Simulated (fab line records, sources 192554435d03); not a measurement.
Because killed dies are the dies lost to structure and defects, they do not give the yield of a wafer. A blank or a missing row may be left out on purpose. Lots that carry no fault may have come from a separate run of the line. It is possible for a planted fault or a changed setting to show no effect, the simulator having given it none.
fab line records	flow n5Finfet
record: lots: 7	wafers: 21	lastDay: 17
route steps=1938 shown SD_EPI_N@283 SD_EPI_P@295 PASSIVATION@1936
lots that met no fault: from a run of the same line without faults
startH: the number of hours between the record's first day and the start of the first shown wafer of the lot	waitH: how many hours have passed since the lot's step before this one	" the same as in the row above	L1.1+2: several wafers, shown together as one row	- either no value or no given start	* or withheld: withheld	< > ~ a bound
route shown NAME@n: names a module that has steps shown in the file, with the first one's number in the route	usual: mean/standard deviation taken from wafers without a fault	same: alike in all rows	chamber/n: place in a boat	sites: per-site readings	_std_site: how widely they spread, as a standard deviation	_edge_site: inner sites' mean taken away from outer sites' mean	radiusMm: how far each site lies from the wafer's centre	mask NAME#n: copy n	behind: the tool/chamber that last shaped the wafer	hold: why the lot went on hold/how many hours it stayed there/how the hold came to an end	device: transistor that didn't switch, given as n, p or np	end of line: the same wafers' tests at the end of the route	where a step has no rows: the recipe by itself	killed: at the first sort, the dies lost to defects and structure; wafer yield is something else	map: a wafer's dies, marking killed ones x, the rest . and places with no die _
set.NAME: the run value of the setting; set.NAME@STEP: its run value at that earlier step	model.NAME: the simulator's own value behind a step, which no gauge read
certain route steps with their lots: each step a table, each wafer a row
services: a tool's chamber out of use, with start hour (startH, from the record's first day; less than 0 if before it), hours out, and reason
== steps ==
step: N5_SD_EPI_N_WET_ETCH_43
recipe: chemistry: dHF	dilution: withheld	timeS: 14	target: SiO2	targetDepthA: 15	tempC: 25
step: N5_SD_EPI_N_STRIP_18
recipe: chemistry: SPM	timeS: 750	tempC: 130	h2so4H2o2VolRatio: 4
step: N5_SD_EPI_N_SRD_20
recipe: dry: ipaMarangoni	doPpb: 5	timeS: 30	tempC: 23	rinseLiquid: diw
step: N5_SD_EPI_N_PRECLEAN_48
recipe: chemistry: NF3:NH3	afsCycles: 2	tempC: 30	timeS: 20	sublimationTempC: 180	sublimationTimeS: 60	pressureTorr: 3	rfPowerW: 30
step: N5_SD_EPI_N_VAPOR_ETCH_50
recipe: chemistry: HCl	target: Si	tempC: 775	timeS: 54	pressureTorr: 20	mode: isotropic
usual: chamberPressureTorr: 19.99/0.04	lampInnerPct: 22.3/0.64	throttleValvePct: 11.6/0.34
lot.wafer	tool	chamber	startH	waitH	chamberPressureTorr	lampInnerPct	throttleValvePct
L933.2	epiRpcvd-03	0	54.18	0.3	19.99	21.9	11.1
L933.4	"	0	"	"	19.98	21.8	11.2
L933.5	"	0	"	"	19.96	21.8	11.1
L936.1	epiRpcvd-01	0	72.83	0.4	19.97	22.9	12.0
L936.2	"	0	"	"	20.06	22.9	12.0
L936.5	"	0	"	"	20.00	23.1	12.0
L938.2	epiRpcvd-02	0	81.91	0.3	19.97	21.9	11.2
L938.3	"	0	"	"	20.01	21.9	11.1
L938.4	"	0	"	"	19.98	21.6	11.3
L939.2	epiRpcvd-03	0	89.65	0.3	19.95	21.8	11.4
L939.3	"	0	"	"	19.98	21.9	11.4
L939.5	"	0	"	"	20.01	21.9	11.4
L940.1	epiRpcvd-02	0	92.84	0.3	19.98	21.5	11.2
L940.2	"	0	"	"	20.01	21.6	11.1
L940.3	"	0	"	"	20.00	21.7	11.5
L942.3	epiRpcvd-01	0	105.10	0.3	20.02	23.1	12.0
L942.5	"	0	"	"	20.03	23.2	12.2
L942.6	"	0	"	"	20.07	23.2	12.0
L956.3	epiRpcvd-02	0	188.68	0.2	20.04	21.5	11.0
L956.4	"	0	"	"	20.01	21.5	11.5
L956.6	"	0	"	"	20.06	21.8	11.2
step: N5_SD_EPI_N_EPI_21
recipe: material: Si:P	dopant: P	tempC: 680	pressureTorr: 255	timeS: 690
step: N5_SD_EPI_N_EPI_MEAS_23
recipe: mode: xrd
usual: thkNm: 59.1/1.1
lot.wafer	tool	chamber	startH	waitH	thkNm
L933.2	filmMetro-01	-	56.05	1.2	58.3
L933.4	"	-	"	"	56.4
L933.5	"	-	"	"	57.5
L936.1	filmMetro-02	-	75.36	1.9	59.8
L936.2	"	-	"	"	58.3
L936.5	"	-	"	"	57.7
L938.2	filmMetro-01	-	83.78	1.2	60.1
L938.3	"	-	"	"	59.7
L938.4	"	-	"	"	58.9
L939.2	filmMetro-01	-	91.52	1.2	58.9
L939.3	"	-	"	"	57.0
L939.5	"	-	"	"	58.7
L940.1	filmMetro-01	-	94.74	1.4	61.0
L940.2	"	-	"	"	60.3
L940.3	"	-	"	"	60.9
L942.3	filmMetro-01	-	107.54	1.2	59.9
L942.5	"	-	"	"	57.9
L942.6	"	-	"	"	58.0
L956.3	filmMetro-02	-	190.52	0.9	62.0
L956.4	"	-	"	"	59.1
L956.6	"	-	"	"	60.1
step: N5_SD_EPI_N_PRECLEAN_24
recipe: chemistry: O3/DIW	timeS: 60	tempC: 22	o3Ppm: 10
step: N5_SD_EPI_N_SRD_25
recipe: timeS: 30	tempC: 23	rinseLiquid: diw	dry: ipaMarangoni
step: N5_SD_EPI_N_PRECLEAN_49
recipe: chemistry: NF3:NH3	afsCycles: 1	tempC: 30	timeS: 20	sublimationTempC: 180	sublimationTimeS: 60	pressureTorr: 3	rfPowerW: 30
step: N5_SD_EPI_N_LINER_46
recipe: material: SiNx	targetThkA: 30	tempC: 400	aldPrecursorFamily: SiH2I2	aldCoReactant: N2/H2-plasma	pressureTorr: 2
usual: chamberPressureTorr: 2.001/0.0045	heaterPowerW: 846/83
lot.wafer	tool	chamber	startH	waitH	chamberPressureTorr	heaterPowerW
L933.2	aldSin-02	1	57.35	0.6	1.990	851
L933.4	"	0	"	"	2.006	739
L933.5	"	3	"	"	2.001	744
L936.1	aldSin-03	2	75.88	0.4	2.001	900
L936.2	"	3	"	"	1.997	1008
L936.5	"	0	"	"	2.003	837
L938.2	aldSin-04	0	84.09	0.2	2.003	784
L938.3	"	2	"	"	2.006	916
L938.4	"	3	"	"	2.005	884
L939.2	aldSin-04	0	92.00	0.3	2.014	764
L939.3	"	3	"	"	2.003	883
L939.5	"	3	"	"	2.002	891
L940.1	aldSin-02	1	95.04	0.2	2.000	852
L940.2	"	3	"	"	1.998	731
L940.3	"	0	"	"	2.005	719
L942.3	aldSin-02	0	107.84	0.1	1.997	709
L942.5	"	2	"	"	2.004	864
L942.6	"	3	"	"	2.012	725
L956.3	aldSin-02	3	190.89	0.2	1.996	742
L956.4	"	1	"	"	2.002	885
L956.6	"	1	"	"	2.005	881
step: N5_SD_EPI_N_INSPECT_26
recipe: inspectInstrument: darkfield	mode: postEpi
usual: rawDefectCount: 189/37
lot.wafer	tool	chamber	startH	waitH	rawDefectCount
L933.2	defectInspect-02	-	57.60	0.1	180
L933.4	"	-	"	"	201
L933.5	"	-	"	"	206
L936.1	defectInspect-01	-	76.13	0.1	245
L936.2	"	-	"	"	240
L936.5	"	-	"	"	197
L938.2	defectInspect-01	-	84.34	0.1	182
L938.3	"	-	"	"	156
L938.4	"	-	"	"	140
L939.2	defectInspect-02	-	92.25	0.1	175
L939.3	"	-	"	"	157
L939.5	"	-	"	"	130
L940.1	defectInspect-02	-	95.29	0.1	203
L940.2	"	-	"	"	234
L940.3	"	-	"	"	214
L942.3	defectInspect-02	-	108.09	0.1	159
L942.5	"	-	"	"	156
L942.6	"	-	"	"	190
L956.3	defectInspect-02	-	191.15	0.2	219
L956.4	"	-	"	"	227
L956.6	"	-	"	"	183
step: N5_SD_EPI_P_COAT_34
recipe: resist: SOC	tempC: 250	timeS: 60	spinRpm: 1500	resistThkNm: 350
usual: spinSpeedRpm: 1500.2/0.97
lot.wafer	tool	chamber	startH	waitH	spinSpeedRpm	model.SOC_of_SD_EPI_P_COAT_34.thkNm
L933.2	lithoTrack-05	0	57.63	0.0	1500.8	350.6
L933.4	"	0	"	"	1501.2	350.4
L933.5	"	0	"	"	1501.9	349.2
L936.1	lithoTrack-05	0	76.16	0.0	1500.2	351
L936.2	"	0	"	"	1499.7	351.4
L936.5	"	0	"	"	1499.0	351
L938.2	lithoTrack-05	0	84.37	0.0	1191.7	394
L938.3	"	0	"	"	1189.9	394.8
L938.4	"	0	"	"	1190.8	393.6
L939.2	lithoTrack-05	0	92.28	0.0	1194.1	392.2
L939.3	"	0	"	"	1191.9	393.4
L939.5	"	0	"	"	1191.7	392
L940.1	lithoTrack-05	0	95.33	0.0	1192.2	391.4
L940.2	"	0	"	"	1192.7	391.8
L940.3	"	0	"	"	1193.0	393
L942.3	lithoTrack-03	0	108.12	0.0	1499.1	348.4
L942.5	"	0	"	"	1500.7	349.4
L942.6	"	0	"	"	1500.1	348.6
L956.3	lithoTrack-05	0	191.19	0.0	1501.5	349.2
L956.4	"	0	"	"	1499.7	349.2
L956.6	"	0	"	"	1500.2	348.8
step: N5_SD_EPI_P_COAT_35
recipe: resist: SiARC	tempC: 220	timeS: 60	spinRpm: 1500	resistThkNm: 35
step: N5_PASSIVATION_PROBE_49
usual: killed_at_M0_to_M3: 33/8.9	killed_at_M4_up: 15/5.4	killedAtContacts: 13/5.8	killedAtFrontEnd: 39/9.9	killedAtOther: 3.2/2.9	killedDies: 102/15	killedOpen: 68/12	killedShort: 34/7.6
same: grossDies: 1180	killedAtBackSide: 0
lot.wafer	tool	chamber	startH	waitH	killed_at_M0_to_M3	killed_at_M4_up	killedAtContacts	killedAtFrontEnd	killedAtOther	killedDies	killedOpen	killedShort
L936.1	prober-02	-	286.42	0.0	36	12	5	43	5	101	60	41
L936.2	prober-02	-	286.47	0.1	51	9	8	34	1	103	59	44
L936.5	prober-02	-	286.62	0.2	45	13	4	37	2	101	64	37
L940.2	prober-01	-	317.97	0.1	43	12	7	30	10	102	62	40
L940.3	prober-01	-	318.02	0.1	31	21	7	50	7	116	75	41
killed by level:class
L936.1 FIN_SAQP:geometricParticle:open=7 BEOL_M3:geometricParticle:short=7 BEOL_M2:geometricParticle:open=7 FIN_SAQP:geometricParticle:short=6 DUMMY_GATE:geometricParticle:open=6 BEOL_M1:geometricParticle:open=6 MOL_CONTACT_COAG:geometricParticle:open=5 ILD0:geometricParticle:open=4
L936.2 BEOL_M0_SAQP:geometricParticle:open=13 BEOL_M2:geometricParticle:open=10 BEOL_M0_SAQP:geometricParticle:short=9 DUMMY_GATE:geometricParticle:open=8 MOL_CONTACT_COAG:geometricParticle:open=8 BEOL_M2:geometricParticle:short=6 BEOL_M3:geometricParticle:open=5 STARTING-WAFER:geometricParticle:short=5
L936.5 BEOL_M0_SAQP:geometricParticle:short=16 BEOL_M0_SAQP:geometricParticle:open=13 FIN_SAQP:geometricParticle:open=11 DUMMY_GATE:geometricParticle:open=6 BEOL_M2:geometricParticle:open=6 BEOL_M4:geometricParticle:open=6 FIN_SAQP:geometricParticle:short=5 STI_FIN_REVEAL:geometricParticle:open=5
L940.2 BEOL_M0_SAQP:geometricParticle:open=9 BEOL_M1:geometricParticle:open=9 STI_FIN_REVEAL:geometricParticle:open=8 BEOL_M0_SAQP:geometricParticle:short=7 BEOL_M2:geometricParticle:open=6 PAD_METAL:geometricParticle:open=6 MOL_CONTACT_COAG:geometricParticle:open=5 BEOL_M2:geometricParticle:short=5
L940.3 BEOL_M4:geometricParticle:open=12 STI_FIN_REVEAL:geometricParticle:open=11 BEOL_M1:geometricParticle:open=10 FIN_SAQP:geometricParticle:open=9 BEOL_M0_SAQP:geometricParticle:short=7 BEOL_M0_SAQP:geometricParticle:open=7 FIN_SAQP:geometricParticle:short=6 MOL_CONTACT_COAG:geometricParticle:open=5
== services ==
tool	chamber	startH	hours	kind
aldSin-03	0	30.98	4.2	repair
aldSin-02	2	60.44	-	calibration
epiRpcvd-02	-	69.97	0.5	pm
aldSin-04	-	73.66	6.1	pm
aldSin-02	3	84.38	4.8	repair
aldSin-03	-	87.07	14.0	pm
aldSin-03	0	87.07	14.0	ventCycle
aldSin-03	1	87.07	14.0	ventCycle
aldSin-03	2	87.07	14.0	ventCycle
aldSin-03	3	87.07	14.0	ventCycle
aldSin-03	0	101.07	-	clean
aldSin-03	1	101.07	-	clean
aldSin-03	2	101.07	-	clean
aldSin-03	3	101.07	-	clean
aldSin-04	0	102.95	12.7	repair
aldSin-02	3	122.06	3.6	repair
aldSin-02	-	134.01	14.6	pm
aldSin-03	1	141.84	10.6	repair
epiRpcvd-01	-	142.96	2.8	pm
aldSin-03	-	144.84	14.6	pm
aldSin-02	-	148.61	6.1	pm
lithoTrack-03	-	154.05	-	consumableReplace:filter
aldSin-03	-	167.85	0.5	repair
aldSin-04	0	179.12	45.6	repair
== key ==
firstSign: step: N5_SD_EPI_P_COAT_34	reading: spinSpeedRpm	direction: down	sigmas: 99+	usual: *	struck: *
effect none on later readings
modelEffect: step: N5_SD_EPI_P_COAT_34	value: SOC_of_SD_EPI_P_COAT_34.thkNm	without: 350.3	struck: 392.9
metAt N5_SD_EPI_P_COAT_34
struckWafers L938.2,L938.3,L938.4,L939.2,L939.3,L939.5,L940.1,L940.2,L940.3
testerLeftOut L938,L939,L940
onsetBetween 76.16 84.37
fault: kind: processParameterDrift	tool: lithoTrack-05	chamber: -	onsetH: 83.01	steps: N5_SD_EPI_P_COAT_34	channel: spinRpm	offset: *	shape: step	endH: 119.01	actsIn: *	stated: *
testerLeftOut: of these lots the tester's yield and bins aren't shown, on N5 and GAA mostly nor the transistor test; their killed dies are dies lost to structure and defects alone, not to doping, threshold or leakage, so they don't give the yield
